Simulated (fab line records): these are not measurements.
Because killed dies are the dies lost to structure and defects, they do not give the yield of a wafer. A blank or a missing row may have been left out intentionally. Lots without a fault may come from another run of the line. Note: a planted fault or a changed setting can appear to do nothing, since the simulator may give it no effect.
Matching of chambers | flow nand-harc | 4 sister chambers for NHARC_P_GATE_DESCUM_48 on rie-diel-03
The step chemistry O2, time 3 s. 16 wafers are shown with their chamber, then 8 later ones without.

## EACH WAFER AND ITS CHAMBER
wafer  | chamber | showerhead-plenum-p-Torr (Torr) | rf-vpp-V (V) | oes-product-au (a.u.)
L076.2 | 0       | 1.90                            | 57.5         | 0.995
L076.3 | 2       | 2.00                            | 58.1         | 0.998
L076.6 | 0       | 1.90                            | 57.5         | 1.001
L079.3 | 1       | 1.98                            | 57.8         | 1.010
L079.4 | 0       | 1.90                            | 58.4         | 1.000
L079.5 | 1       | 1.98                            | 58.2         | 1.008
L082.2 | 2       | 2.00                            | 58.2         | 1.000
L082.3 | 0       | 1.90                            | 57.5         | 0.999
L082.6 | 0       | 1.90                            | 57.1         | 1.004
L091.2 | 1       | 1.97                            | 58.5         | 1.005
L091.3 | 3       | 1.77                            | 57.3         | 1.006
L091.6 | 0       | 1.89                            | 58.9         | 1.007
L092.2 | 1       | 1.97                            | 57.8         | 1.005
L092.3 | 3       | 1.77                            | 57.4         | 0.994
L092.6 | 0       | 1.89                            | 55.8         | 0.998
L095.1 | 1       | 1.97                            | 58.1         | 1.008

SIGNATURES (averages over the wafers above)
reading                  | chamber 0 | chamber 1 | chamber 2 | chamber 3 | scatter within a chamber
showerhead-plenum-p-Torr | 1.8971    | 1.9740    | 2.0000    | 1.7700    | 0.00468
rf-vpp-V                 | 57.529    | 58.080    | 58.150    | 57.350    | 0.717
oes-product-au           | 1.00057   | 1.00720   | 0.99900   | 1.00000   | 0.00394
Rule: for each reading, subtract the chamber's mean from the wafer's reading, divide by that reading's scatter and square the result; add these up over the readings and take the root, which gives the wafer's distance from the chamber. If the next closest chamber is less than 2 further off than the closest, the wafer can't be placed; otherwise it belongs to the closest. The scatter is the square root of a quotient: the sum, over the shown wafers, of each reading's squared deviation from its chamber's mean, divided by wafers minus chambers.

## WAFERS WHOSE CHAMBER IS MISSING
wafer  | showerhead-plenum-p-Torr (Torr) | rf-vpp-V (V) | oes-product-au (a.u.)
L095.2 | 2.08                            | 58.1         | 0.988
L095.4 | 1.89                            | 59.4         | 0.993
L096.3 | 1.97                            | 58.5         | 1.003
L096.5 | 2.08                            | 58.8         | 0.974
L096.6 | 1.99                            | 59.0         | 0.984
L097.2 | 1.89                            | 58.2         | 0.986
L097.5 | 1.89                            | 58.1         | 0.983
L097.6 | 2.07                            | 59.3         | 0.997

## CHAMBER TAKEN BY EACH
wafer  | from the rows above | in truth
L095.2 | 2                   | 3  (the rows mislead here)
L095.4 | 0                   | 0
L096.3 | 1                   | 1
L096.5 | 2                   | 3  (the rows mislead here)
L096.6 | 2                   | 2
L097.2 | 0                   | 0
L097.5 | 0                   | 0
L097.6 | 2                   | 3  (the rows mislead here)
5 of 8 placed correctly. Number that these rows cannot place: 0. 3 placed wrongly.
